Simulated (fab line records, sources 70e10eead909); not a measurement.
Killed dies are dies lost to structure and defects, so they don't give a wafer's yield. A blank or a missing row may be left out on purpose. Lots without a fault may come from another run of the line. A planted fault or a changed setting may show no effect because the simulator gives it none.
fab line records | flow nand_harc
record lots=7 wafers=19 last_day=32
route steps=1302 shown A_STAIRCASE@699 END@1302
lots that met no fault: from a run of the same line without faults
start_h: hours from the record's first day to the start of the lot's first wafer shown | wait_h: hours since the lot's step before | " the same as in the row above | L1.1+2: a row that stands for several wafers | - no value, or no start given | * or withheld: withheld | < > ~ a bound
route shown NAME@n: a module of which the file shows steps, and the number in the route of the first | usual: mean/standard deviation of fault-free wafers | same: alike in all rows | chamber/n: place in a boat | sites: the reading at each site | _std_site: their standard deviation | _edge_site: outer sites' mean less inner sites' | radius_mm: how far each site lies from the wafer's centre | mask NAME#n: copy n | behind: the tool/chamber that last shaped the wafer | hold: why the lot was held/for how many hours/how that ended | device: the transistor (n, p or np) that didn't switch | end of line: the same wafers' tests at the end of the route | a step without rows: its recipe alone | killed: dies lost to structure and defects at the first sort, not the wafer's yield | map: a wafer's dies, x killed, . not, _ none there
set.NAME: the setting as run; set.NAME@STEP: as run at that earlier step | model.NAME: the simulator's own value behind a step, which no gauge read
lots at some steps of the route; a table a step, a row a wafer
services: from which hour (start_h, from the record's first day; less than 0 if before it) a tool's chamber was out of use, for how many hours, and why
## steps
# step NHARC_A_STAIRCASE_HARDBAKE_185
# recipe temp_c=120 time_s=140
# step NHARC_A_STAIRCASE_DESCUM_186
# recipe time_s=3 o2_flow_sccm=200 ar_flow_sccm=0 bias_power_w=0 chemistry=O2
# usual drypump_motor_current_A=5.5/0.46 o2_flow_sccm=200.0/0.59 oes_product_au=1.000/0.01 rf_vpp_V=57.6/0.96 showerhead_plenum_p_Torr=1.90/0.089 throttle_valve_pct=11.312/0.0098
# same time_s=3
# columns lot.wafer tool chamber start_h wait_h drypump_motor_current_A o2_flow_sccm oes_product_au rf_hours_counter_h rf_vpp_V showerhead_plenum_p_Torr throttle_valve_pct
L604.1 rie_diel-08 2 428.73 - 6.1 199.9 0.991 24 58.2 1.81 11.302
L604.6 " 0 " " 4.9 200.4 0.999 - 58.5 1.94 11.311
L604.5 " 1 " " 5.6 199.8 0.985 - 58.6 1.86 11.328
L606.3 rie_diel-07 1 440.32 - 5.7 200.7 1.000 49 58.8 2.06 11.314
L606.5 " 1 " " 5.7 201.4 0.999 - 57.6 2.06 11.319
L606.6 " 2 " " 6.1 200.1 1.008 - 56.9 1.97 11.308
L609.4 rie_diel-08 2 459.66 - 6.1 200.2 0.986 37 58.1 1.80 11.329
L609.6 " 2 " " 6.1 200.5 0.991 - 59.0 1.80 11.322
L614.1 rie_diel-08 0 504.11 - 5.0 200.4 1.000 54 59.0 1.94 11.305
L614.4 " 2 " " 6.1 199.3 0.997 53 56.0 1.80 11.321
L614.2 " 3 " " 5.8 199.8 1.019 57 57.0 1.83 11.313
L613.1 rie_diel-08 3 505.03 - 5.8 200.1 1.002 58 57.2 1.83 11.304
L613.4 " 2 " " 6.1 199.6 0.991 54 57.4 1.80 11.308
L617.1 rie_diel-07 1 549.50 - 5.7 200.5 0.994 34 59.8 2.04 11.316
L617.3 " 0 " " 4.8 200.7 0.988 17 57.6 1.96 11.334
L617.6 " 2 " " 6.1 199.9 0.981 - 58.3 1.96 11.301
L618.3 rie_diel-01 1 549.95 - 5.8 199.4 0.999 2 56.2 2.08 11.319
L618.5 " 0 " " 4.9 200.1 1.009 - 57.1 1.86 11.318
L618.6 " 1 " " 5.7 200.4 1.002 - 60.5 2.08 11.285
# step NHARC_A_STAIRCASE_TRIM_187
# recipe time_s=211.2 o2_flow_sccm=500 ar_flow_sccm=0 bias_w=0 chemistry=O2
# step NHARC_A_STAIRCASE_ETCH_188
# recipe target_depth_a=1000 time_s=40.5 ion_energy_ev=400 c4f8_flow_sccm=20 o2_flow_sccm=10 ar_flow_sccm=withheld rf_w=600 bias_w=1000 chemistry=C4F8/O2
# step NHARC_A_STAIRCASE_TRIM_189
# recipe time_s=211.2 o2_flow_sccm=500 ar_flow_sccm=0 bias_w=0 chemistry=O2
# usual drypump_motor_current_A=5.5/0.47 o2_flow_sccm=499.8/1.6 oes_product_au=1.003/0.0092 rf_vpp_V=57.6/0.9 run_length_s=232.5/0.57 showerhead_plenum_p_Torr=3.50/0.15 throttle_valve_pct=17.037/0.009
# same time_s=211.2
# columns lot.wafer tool chamber start_h wait_h drypump_motor_current_A o2_flow_sccm oes_product_au rf_hours_counter_h rf_vpp_V run_length_s showerhead_plenum_p_Torr throttle_valve_pct
L604.1 rie_diel-08 1 - - 5.6 499.4 1.002 21 56.5 233.4 3.43 17.041
L604.5 " 3 " " 5.8 499.8 1.010 - 57.3 232.4 3.40 17.032
L604.6 " 0 " " 5.0 499.8 1.000 - 57.7 232.9 3.58 17.020
L606.3 rie_diel-07 0 - - 4.8 501.2 0.982 51 57.1 232.1 3.63 17.045
L606.6 " 3 " " 4.6 499.5 1.015 - 57.8 232.5 3.39 17.036
L606.5 " 0 " " 4.8 498.0 0.984 - 58.3 232.3 3.63 17.029
L609.4 rie_diel-08 0 - - 5.0 500.0 0.998 39 58.3 233.1 3.58 17.037
L609.6 " 0 " " 5.0 502.4 1.006 - 57.6 232.7 3.58 17.028
L614.1 rie_diel-08 0 - - 5.0 499.5 1.001 55 58.6 232.9 3.57 17.050
L614.4 " 1 " " 5.7 500.0 0.989 49 57.8 232.6 3.41 17.032
L614.2 " 2 " " 6.1 499.0 0.997 53 58.6 233.2 3.33 17.035
L613.1 rie_diel-08 3 - - 5.8 500.7 1.020 58 56.2 232.4 3.38 17.042
L613.4 " 0 " " 5.0 498.5 1.002 55 58.4 232.7 3.57 17.029
L617.1 rie_diel-07 2 - - 6.1 500.2 0.980 38 58.3 232.0 3.61 17.038
L617.3 " 3 " " 4.7 499.4 1.001 40 56.9 232.0 3.37 17.050
L617.6 " 3 " " 4.7 501.6 1.002 - 57.5 232.0 3.37 17.033
L618.3 rie_diel-01 2 - - 5.9 500.8 1.008 2 58.9 233.7 3.68 17.043
L618.6 " 2 " " 5.9 500.0 1.005 - 57.2 233.2 3.68 17.019
L618.5 " 3 " " 5.5 500.7 1.001 - 58.1 232.6 3.61 17.050
# step NHARC_A_STAIRCASE_ETCH_190
# recipe target_depth_a=1000 time_s=40.5 ion_energy_ev=400 c4f8_flow_sccm=20 o2_flow_sccm=10 ar_flow_sccm=withheld rf_w=600 bias_w=1000 chemistry=C4F8/O2
# usual oes_product_au=0.946/0.011 rf_vpp_V=895/5.5
# same time_s=40.5
# columns lot.wafer tool chamber start_h wait_h oes_product_au rf_hours_counter_h rf_vpp_V
L604.1 rie_diel-08 2 - - 0.959 24 890
L604.6 " 3 " " 0.948 - 892
L604.5 " 0 " " 0.935 - 899
L606.3 rie_diel-07 0 - - 0.918 51 898
L606.6 " 3 " " 0.958 - 890
L606.5 " 0 " " 0.926 - 898
L609.4 rie_diel-08 1 - - 0.920 34 893
L609.6 " 2 " " 0.941 - 890
L614.1 rie_diel-08 0 - - 0.937 55 897
L614.4 " 1 " " 0.928 49 893
L614.2 " 2 " " 0.943 53 888
L613.1 rie_diel-08 1 - - 0.933 49 892
L613.4 " 2 " " 0.930 54 887
L617.1 rie_diel-07 2 - - 0.930 38 900
L617.3 " 3 " " 0.940 40 890
L617.6 " 1 " " 0.958 - 903
L618.3 rie_diel-01 2 - - 0.950 2 903
L618.5 " 1 " " 0.959 - 907
L618.6 " 2 " " 0.940 - 902
# step NHARC_A_STAIRCASE_TRIM_191
# recipe time_s=211.2 o2_flow_sccm=500 ar_flow_sccm=0 bias_w=0 chemistry=O2
# usual drypump_motor_current_A=5.5/0.46 o2_flow_sccm=500.0/1.7 oes_product_au=1.003/0.01 rf_vpp_V=57.7/0.98 run_length_s=232.6/0.58 showerhead_plenum_p_Torr=3.50/0.15 throttle_valve_pct=17.036/0.0086
# same time_s=211.2
# columns lot.wafer tool chamber start_h wait_h drypump_motor_current_A o2_flow_sccm oes_product_au rf_hours_counter_h rf_vpp_V run_length_s showerhead_plenum_p_Torr throttle_valve_pct
L604.1 rie_diel-08 3 - - 5.8 498.1 1.006 30 57.5 232.4 3.40 17.031
L604.6 " 3 " " 5.8 496.6 1.007 - 57.2 232.7 3.40 17.042
L604.5 " 0 " " 5.0 499.6 1.002 - 56.8 233.0 3.58 17.029
L606.3 rie_diel-07 1 - - 5.7 502.6 1.004 49 59.9 231.6 3.77 17.030
L606.5 " 2 " " 6.1 497.3 1.005 - 55.2 232.2 3.63 17.035
L606.6 " 3 " " 4.7 501.4 1.012 - 56.4 232.1 3.39 17.039
L609.4 rie_diel-08 1 - - 5.6 499.8 0.996 34 58.3 232.7 3.42 17.050
L609.6 " 2 " " 6.1 499.7 0.997 - 56.5 233.2 3.34 17.029
L614.4 rie_diel-08 2 - - 6.1 502.4 1.006 53 55.8 233.0 3.33 17.030
L614.1 " 3 " " 5.8 499.4 1.008 58 57.3 232.2 3.38 17.043
L614.2 " 1 " " 5.6 500.2 0.988 49 56.6 232.6 3.42 17.019
L613.1 rie_diel-08 3 - - 5.8 499.6 1.015 58 57.4 232.6 3.38 17.039
L613.4 " 1 " " 5.6 500.1 1.004 49 57.9 233.2 3.41 17.033
L617.1 rie_diel-07 1 - - 5.7 502.8 0.995 35 57.7 231.6 3.75 17.022
L617.3 " 0 " " 4.8 497.2 0.995 18 57.6 232.4 3.62 17.033
L617.6 " 1 " " 5.7 500.6 0.997 - 57.9 231.4 3.75 17.023
L618.3 rie_diel-01 2 - - 5.9 499.1 1.016 2 59.0 233.9 3.67 17.045
L618.6 " 2 " " 5.9 498.0 1.011 - 60.7 233.8 3.67 17.044
L618.5 " 3 " " 5.5 502.0 1.005 - 57.6 232.6 3.61 17.045
# step NHARC_A_STAIRCASE_ETCH_192
# recipe target_depth_a=1000 time_s=40.5 ion_energy_ev=400 c4f8_flow_sccm=20 o2_flow_sccm=10 ar_flow_sccm=withheld rf_w=600 bias_w=1000 chemistry=C4F8/O2
# usual oes_product_au=0.946/0.011 rf_vpp_V=895/5.5
# same time_s=40.5
# columns lot.wafer tool chamber start_h wait_h oes_product_au rf_hours_counter_h rf_vpp_V
L604.1 rie_diel-08 0 - - 0.946 28 898
L604.5 " 0 " " 0.957 - 899
L604.6 " 1 " " 0.956 - 893
L606.3 rie_diel-07 3 - - 0.959 53 889
L606.5 " 1 " " 0.953 - 903
L606.6 " 2 " " 0.950 - 900
L609.4 rie_diel-08 3 - - 0.949 40 891
L609.6 " 3 " " 0.955 - 890
L614.2 rie_diel-08 0 - - 0.939 55 898
L614.1 " 1 " " 0.927 49 890
L614.4 " 3 " " 0.950 58 890
L613.4 rie_diel-08 0 - - 0.944 55 898
L613.1 " 1 " " 0.938 50 892
L617.3 rie_diel-07 2 - - 0.913 39 899
L617.1 " 1 " " 0.932 35 903
L617.6 " 3 " " 0.925 - 889
L618.3 rie_diel-01 3 - - 0.937 2 899
L618.5 " 2 " " 0.956 - 902
L618.6 " 3 " " 0.940 - 899
# step NHARC_A_STAIRCASE_TRIM_193
# recipe time_s=211.2 o2_flow_sccm=500 ar_flow_sccm=0 bias_w=0 chemistry=O2
# step NHARC_A_STAIRCASE_ETCH_194
# recipe target_depth_a=1000 time_s=40.5 ion_energy_ev=400 c4f8_flow_sccm=20 o2_flow_sccm=10 ar_flow_sccm=withheld rf_w=600 bias_w=1000 chemistry=C4F8/O2
# step NHARC_A_STAIRCASE_TRIM_196
# recipe time_s=211.2 o2_flow_sccm=500 ar_flow_sccm=0 bias_w=0 chemistry=O2
# usual drypump_motor_current_A=5.5/0.49 o2_flow_sccm=500.1/1.5 oes_product_au=1.002/0.01 rf_vpp_V=57.9/0.9 run_length_s=232.6/0.54 showerhead_plenum_p_Torr=3.50/0.15 throttle_valve_pct=17.037/0.0092
# columns lot.wafer tool chamber start_h wait_h drypump_motor_current_A o2_flow_sccm oes_product_au rf_hours_counter_h rf_vpp_V run_length_s showerhead_plenum_p_Torr throttle_valve_pct
L604.1 rie_diel-08 0 429.86 0.1 5.0 502.5 0.999 28 57.1 233.0 3.58 17.034
L604.6 " 2 " " 6.1 501.7 0.991 - 58.2 233.1 3.35 17.035
L604.5 " 3 " " 5.8 501.2 1.005 - 57.2 232.4 3.40 17.015
L606.3 rie_diel-08 3 441.67 0.1 5.8 500.8 1.002 34 57.7 232.1 3.40 17.033
L606.6 " 2 " " 6.1 499.1 0.997 - 58.2 233.5 3.35 17.054
L606.5 " 3 " " 5.8 500.8 1.002 - 57.5 232.3 3.39 17.050
L609.4 rie_diel-08 2 460.80 0.1 6.1 500.6 0.997 37 57.0 226.9 3.34 17.021
L609.6 " 0 " " 5.0 501.2 0.999 - 56.5 233.1 3.58 17.049
L614.1 rie_diel-08 1 505.32 0.1 5.6 499.4 0.991 49 57.8 232.9 3.41 17.062
L614.2 " 2 " " 6.1 501.8 0.999 54 57.1 233.3 3.33 17.045
L614.4 " 0 " " 5.0 498.4 1.003 55 59.3 226.5 3.57 17.044
L613.1 rie_diel-08 1 506.51 0.1 5.6 498.1 0.990 50 57.9 233.1 3.41 17.027
L613.4 " 2 " " 6.1 499.1 0.989 55 56.1 226.4 3.33 17.035
L617.3 rie_diel-07 0 550.89 0.1 4.8 499.0 0.988 18 56.3 232.4 3.61 17.034
L617.1 " 1 " " 5.7 501.1 1.006 35 57.6 231.5 3.75 17.027
L617.6 " 2 " " 6.1 499.3 0.996 - 57.2 232.2 3.61 17.038
L618.3 rie_diel-07 1 552.10 0.1 5.7 501.1 1.005 35 58.3 231.6 3.75 17.050
L618.5 " 2 " " 6.1 500.6 0.999 - 58.9 232.0 3.61 17.038
L618.6 " 3 " " 4.7 498.4 0.995 - 56.7 232.3 3.37 17.034
# step NHARC_A_STAIRCASE_ETCH_197
# recipe target_depth_a=1000 time_s=40.5 ion_energy_ev=400 c4f8_flow_sccm=20 o2_flow_sccm=10 ar_flow_sccm=withheld rf_w=600 bias_w=1000 chemistry=C4F8/O2
# step NHARC_END_SORT_01
# recipe temp_c=25
# usual killed_at_array=62/18 killed_at_other=0.9/1.2 killed_at_periphery=4.2/2.9 killed_dies=67/17 killed_open=3.6/1.9 killed_short=2.5/1.6
# same gross_dies=677
# columns lot.wafer tool chamber start_h wait_h killed_at_array killed_at_other killed_at_periphery killed_dies killed_open killed_short
L609.4 prober-01 0 669.36 3.4 66 0 4 70 4 1
L614.1 prober-02 0 709.95 2.5 65 4 3 72 4 2
L614.2 prober-02 0 710.76 2.8 52 5 8 65 1 1
L614.4 prober-02 0 712.38 3.4 49 4 12 65 5 2
# killed by level:class
L609.4 A_CHANNEL_HOLE_D1:chamber_film_flake=28 A_SLIT:chamber_film_flake=24 A_STAIRCASE:chamber_film_flake=4 P_BONDPAD:chamber_film_flake=3 A_ONON_D1:geometric_particle:open=2 A_WL_FILL:chamber_film_flake=2 A_CONTACT:chamber_film_flake=2 A_BLC:chamber_film_flake=2
L614.1 A_SLIT:chamber_film_flake=40 A_CHANNEL_HOLE_D1:chamber_film_flake=12 A_STAIRCASE:chamber_film_flake=6 THIN_TSV:chamber_film_flake=3 A_CHANNEL_FILL_D2:geometric_particle:open=2 A_CHANNEL_FILL_D1:chamber_film_flake=2 A_CONTACT:chamber_film_flake=2 P_CONTACT:geometric_particle:open=1
L614.2 A_SLIT:chamber_film_flake=25 A_CHANNEL_HOLE_D1:chamber_film_flake=12 A_STAIRCASE:chamber_film_flake=9 P_BONDPAD:chamber_film_flake=5 THIN_TSV:chamber_film_flake=5 A_CONTACT:chamber_film_flake=4 P_GATE:chamber_film_flake=2 P_M2:geometric_particle:open=1
L614.4 A_SLIT:chamber_film_flake=28 A_CHANNEL_HOLE_D1:chamber_film_flake=8 A_STAIRCASE:chamber_film_flake=6 P_BONDPAD:chamber_film_flake=6 A_CONTACT:chamber_film_flake=4 P_GATE:chamber_film_flake=3 THIN_TSV:chamber_film_flake=3 P_STI:geometric_particle:open=1
## services
# columns tool chamber start_h hours kind
rie_diel-08 0 426.59 - clean
rie_diel-08 1 426.59 - clean
rie_diel-08 2 426.59 - clean
rie_diel-08 3 426.59 - clean
rie_diel-07 2 441.62 3.3 repair
rie_diel-01 0 445.29 6.0 repair
rie_diel-07 - 447.46 9.0 pm
rie_diel-08 0 451.09 - clean
rie_diel-08 1 451.09 - clean
rie_diel-08 2 451.09 - clean
rie_diel-08 3 451.09 - clean
rie_diel-08 0 476.36 - clean
rie_diel-08 1 476.36 - clean
rie_diel-08 2 476.36 - clean
rie_diel-08 3 476.36 - clean
rie_diel-08 0 501.33 - clean
rie_diel-08 1 501.33 - clean
rie_diel-08 2 501.33 - clean
rie_diel-08 3 501.33 - clean
rie_diel-07 0 505.31 35.7 repair
rie_diel-08 - 521.13 9.0 pm
rie_diel-08 0 531.37 11.6 repair
rie_diel-01 - 534.69 9.0 pm
rie_diel-08 2 535.16 2.0 repair
## key
first_sign step=NHARC_A_STAIRCASE_TRIM_196 reading=run_length_s direction=down sigmas=11 usual=* struck=*
effect none on later readings
met_at NHARC_A_STAIRCASE_TRIM_196
struck_wafers L609.4,L613.4,L614.4
tester_left_out L609,L613,L614
onset_between 441.67 460.80
fault kind=process_parameter_drift tool=rie_diel-08 chamber=- onset_h=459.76 steps=NHARC_A_STAIRCASE_TRIM_196 channel=time_s offset=* shape=step end_h=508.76 scope=struck_wafers_only acts_in=* stated=*
# tester_left_out: of these lots the tester's yield and bins aren't shown, on N5 and GAA mostly nor the transistor test; their killed dies are dies lost to structure and defects alone, not to doping, threshold or leakage, so they don't give the yield
